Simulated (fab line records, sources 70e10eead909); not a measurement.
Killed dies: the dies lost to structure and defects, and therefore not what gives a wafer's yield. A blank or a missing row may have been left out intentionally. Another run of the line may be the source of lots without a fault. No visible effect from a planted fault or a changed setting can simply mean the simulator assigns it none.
2 desks looking at one fault || flow nandHarc || every desk sees just its own numbers, and what lay behind them comes last

## DESK OF THE TOOL OWNER: rieDiel-13
The tool's own readings at NHARC_P_GATE_HM_OPEN_105 (chemistry O2/COS, target depth 360 nm): means of the sampled wafers that have a number, for each lot that ran on this tool. Any lot whose mean is over 4 standard deviations away from the usual mean is out of limits and marked OUT; that distance is given in the brackets.
Columns: A = drypumpMotorCurrentA at NHARC_P_GATE_HM_OPEN_105, usual 5.6 A; B = oesProductAu at NHARC_P_GATE_HM_OPEN_105, usual 0.999 a.u.; C = rfVppV at NHARC_P_GATE_HM_OPEN_105, usual 468 V; D = showerheadPlenumPTorr at NHARC_P_GATE_HM_OPEN_105, usual 3.16 Torr; E = throttleValvePct at NHARC_P_GATE_HM_OPEN_105, usual 28.330 %
{"lot": "L310", "first seen here": "day 6 13:00", "A": 5.5, "B": 1.007, "C": 467, "D": 3.12, "E": 28.332}
{"lot": "L311", "first seen here": "day 7 07:00", "A": 5.5, "B": 1.008, "C": 468, "D": 3.12, "E": 28.321}
{"lot": "L312", "first seen here": "day 7 12:00", "A": 5.4, "B": 1.000, "C": 472, "D": 3.34, "E": 28.338}
{"lot": "L318", "first seen here": "day 9 22:00", "A": 5.6, "B": "0.843 (-13) OUT", "C": 469, "D": 3.22, "E": 28.333}
{"lot": "L319", "first seen here": "day 10 22:00", "A": 5.3, "B": "0.844 (-13) OUT", "C": 470, "D": 3.23, "E": 28.331}
{"lot": "L327", "first seen here": "day 13 17:00", "A": 5.6, "B": 0.986, "C": 468, "D": 3.22, "E": 28.333}
{"lot": "L329", "first seen here": "day 14 21:00", "A": 5.3, "B": 0.995, "C": 469, "D": 3.23, "E": 28.329}
This desk finds L318, L319 out of limits, L318 being first, at day 9 22:00 (oesProductAu at NHARC_P_GATE_HM_OPEN_105). In limits: L310, L311, L312, L327, L329.

## METROLOGY DESK
Means of the sampled wafers that have a number, per lot and without regard to the tool the lot ran on: this is what the gauges read. Any lot whose mean is over 4 standard deviations away from the usual mean is out of limits and marked OUT; that distance is given in the brackets.
Columns: A = cdNm at NHARC_P_GATE_CD_MEAS_46, usual 720.0 nm
{"lot": "L309", "first seen here": "day 7 00:38", "A": 717.6}
{"lot": "L310", "first seen here": "day 7 00:47", "A": 719.3}
{"lot": "L311", "first seen here": "day 7 19:29", "A": 718.9}
{"lot": "L312", "first seen here": "day 8 00:20", "A": 718.8}
{"lot": "L318", "first seen here": "day 10 10:30", "A": 722.1}
{"lot": "L319", "first seen here": "day 11 09:35", "A": 720.8}
{"lot": "L322", "first seen here": "day 12 06:26", "A": 720.6}
{"lot": "L323", "first seen here": "day 12 11:20", "A": 719.2}
{"lot": "L326", "first seen here": "day 14 00:50", "A": 720.3}
{"lot": "L327", "first seen here": "day 14 05:23", "A": 719.0}
{"lot": "L328", "first seen here": "day 14 18:28", "A": 718.7}
{"lot": "L329", "first seen here": "day 15 09:31", "A": 718.7}
This desk's verdict: no lot among the 12 shows anything out of limits.

## PUT TOGETHER
The tool owner's desk had the chance to raise an alarm at day 9 22:00 on L318, L319.
The metrology desk saw nothing out of limits.
The metrology desk holds a record of L318, L319, inside its limits.
The lots listed all ran NHARC_P_GATE_HM_OPEN_105 on rieDiel-13.

## WHAT WAS PUT IN BY THE SIMULATOR
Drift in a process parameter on rieDiel-13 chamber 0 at NHARC_P_GATE_HM_OPEN_105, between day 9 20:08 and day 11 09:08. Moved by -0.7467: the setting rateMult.
Struck lots among those shown: L318, L319.
Time in hours from fault onset to the first out-of-limits reading at each desk: the tool owner's desk, 2.
